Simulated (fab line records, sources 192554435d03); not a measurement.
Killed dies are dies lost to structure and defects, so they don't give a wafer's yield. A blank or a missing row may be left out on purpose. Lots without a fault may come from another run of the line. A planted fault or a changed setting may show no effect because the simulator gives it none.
Chamber matching | flow n5_finfet | N5_BEOL_M0_STRIP_142 on rie_diel-05: 4 sister chambers
The step strips in N2/H2, time 10 s. 4 wafers are shown with their chamber, then 7 later ones without.

WAFERS WITH THEIR CHAMBER
wafer  | chamber | showerhead_plenum_p_Torr (Torr)
L079.1 | 1       | 2.63
L080.4 | 0       | 2.46
L089.2 | 2       | 2.62
L089.4 | 3       | 2.59

WAFERS WITHOUT THEIR CHAMBER
wafer  | showerhead_plenum_p_Torr (Torr)
L089.5 | 2.62
L088.3 | 2.62
L088.4 | 2.45
L088.5 | 2.45
L092.1 | 2.59
L092.3 | 2.45
L092.4 | 2.45

WHICH CHAMBER EACH WENT THROUGH
wafer  | from the rows above     | in truth
L089.5 | can't be placed: 2 or 1 | 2
L088.3 | can't be placed: 2 or 1 | 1
L088.4 | 0                       | 0
L088.5 | 0                       | 0
L092.1 | 3                       | 3
L092.3 | 0                       | 0
L092.4 | 0                       | 0
Placed correctly: 5 of 7. Can't be placed from these rows: 2 (the true chamber is among the candidates in 2). Placed wrongly: 0.
How it was worked out, from the rows above alone: a wafer's distance from a chamber is the root of the sum, over the readings, of the square of ((its reading less the chamber's mean) divided by the reading's scatter). The wafer belongs to the nearest chamber; if the next one is less than 2 further off, it can't be placed. A chamber's mean is the mean of its shown wafers. The scatter: with one shown wafer a chamber, the root of the mean of the squares of how far each hidden wafer lies from its nearest shown one.
